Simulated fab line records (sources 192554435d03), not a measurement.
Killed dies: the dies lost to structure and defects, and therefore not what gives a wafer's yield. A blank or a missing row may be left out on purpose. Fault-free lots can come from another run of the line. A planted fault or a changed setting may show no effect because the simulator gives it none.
Which tool did it? + flow n5 finfet + Sampling: 8 lots, 24 wafers, 5 of 1938 route steps

WHAT EACH GAUGE READ, for each wafer
N5_BEOL_M4_RC_MEAS_101.
| lot  | measured     | on        | DIBL_P (mV/V)  |
|------|--------------|-----------|----------------|
| L424 | day 8 12:03  | prober-01 | 35.5 35.8 34.7 |
| L430 | day 9 14:19  | prober-02 | 34.3 35.4 34.6 |
| L434 | day 11 06:47 | prober-02 | 36.3 35.2 35.7 |
| L435 | day 11 01:43 | prober-02 | 37.1 37.0 35.3 |
| L437 | day 11 09:02 | prober-02 | 35.2 35.9 33.4 |
| L439 | day 12 04:41 | prober-02 | 39.7 39.0 36.3 |
| L441 | day 12 14:46 | prober-01 | 35.0 34.4 35.0 |
| L445 | day 13 22:22 | prober-01 | 36.4 35.6 34.3 |

WHICH TOOL RAN EACH LOT (tool, then ch and the chambers of the sampled wafers, then the start)
| lot  | N5_DUMMY_GATE_ETCH_32           | N5_DUMMY_GATE_ETCH_44           | N5_SD_EPI_N_ETCH_35               | N5_SD_EPI_N_STRIP_38                |
|------|---------------------------------|---------------------------------|-----------------------------------|-------------------------------------|
| L424 | rie si-06 ch 0,3, day 3 11:19   | rie si-06 ch 0,3, day 3 11:24   | rie diel-01 ch 0,2,3, day 3 13:06 | plasma asher-01 ch 0,1, day 3 13:47 |
| L430 | rie si-05 ch 1,2,3, day 4 23:04 | rie si-05 ch 1,2,3, day 4 23:10 | rie diel-05 ch 0,1,3, day 5 01:22 | plasma asher-02 ch 0,1, day 5 02:03 |
| L434 | rie si-05 ch 0,2,3, day 6 00:08 | rie si-05 ch 0,2,3, day 6 00:14 | rie diel-01 ch 0,3, day 6 01:59   | plasma asher-02 ch 0,1, day 6 02:44 |
| L435 | rie si-01 ch 0,2, day 6 09:01   | rie si-01 ch 0,2, day 6 09:05   | rie diel-05 ch 1,2, day 6 11:02   | plasma asher-02 ch 0,1, day 6 11:45 |
| L437 | rie si-05 ch 1,2,3, day 6 21:34 | rie si-05 ch 1,2,3, day 6 21:40 | rie diel-05 ch 1,2,3, day 6 23:56 | plasma asher-01 ch 0,1, day 7 00:38 |
| L439 | rie si-06 ch 0,1,2, day 7 06:52 | rie si-06 ch 0,1,2, day 7 06:57 | rie diel-05 ch 0,1,2, day 7 08:44 | plasma asher-01 ch 0, day 7 09:26   |
| L441 | rie si-01 ch 1,2, day 7 17:55   | rie si-01 ch 1,2, day 7 18:01   | rie diel-04 ch 0, day 7 19:36     | plasma asher-01 ch 0,1, day 7 20:35 |
| L445 | rie si-06 ch 0,1,3, day 8 17:14 | rie si-06 ch 0,1,3, day 8 17:19 | rie diel-04 ch 0,3, day 8 23:46   | plasma asher-02 ch 0,1, day 9 00:28 |
- N5_DUMMY_GATE_ETCH_32: etches SiO2 in CF4, target depth 3.5 nm, time 3.9 s.
- N5_DUMMY_GATE_ETCH_44: etches poly-Si in HBr/O2, stops on SiO2, target depth 127.5 nm.
- N5_SD_EPI_N_ETCH_35: etches SOC in N2/H2, overetch 108 nm, time 486 s.
- N5_SD_EPI_N_STRIP_38: strips in N2/H2.

THE ANSWER, worked out from the rows above alone
Rule: usual is defined by the lots themselves. Put in order of their means at a reading, lots are off if they are a third of the lots or fewer, leave a main group of 4 or more, and stand apart from it by a gap of 3 or more times the standard deviation of the main group's means; of several such gaps the widest counts. A main group whose means are all the same, to the digits that the tables above print for the reading, isn't used. A lot without any number at a reading at which 4 lots or more have one is off too. Any other lot the step has rows for is counted as sound.
Off: L439, at N5_BEOL_M4_RC_MEAS_101 (DIBL_P). The main group: mean 35.3 mV/V, standard deviation 0.57.
If a tool, at a process step before that reading, ran all the lots that are off and no sound lot after the first of them, it fits. Gauges at N5_BEOL_M4_RC_MEAS_101: tried the same way as those tools. Can't be told from this: 2 tools fit, rie diel-05 at N5_SD_EPI_N_ETCH_35, prober-02 at N5_BEOL_M4_RC_MEAS_101.

WHAT HAD BEEN PUT IN BY THE SIMULATOR
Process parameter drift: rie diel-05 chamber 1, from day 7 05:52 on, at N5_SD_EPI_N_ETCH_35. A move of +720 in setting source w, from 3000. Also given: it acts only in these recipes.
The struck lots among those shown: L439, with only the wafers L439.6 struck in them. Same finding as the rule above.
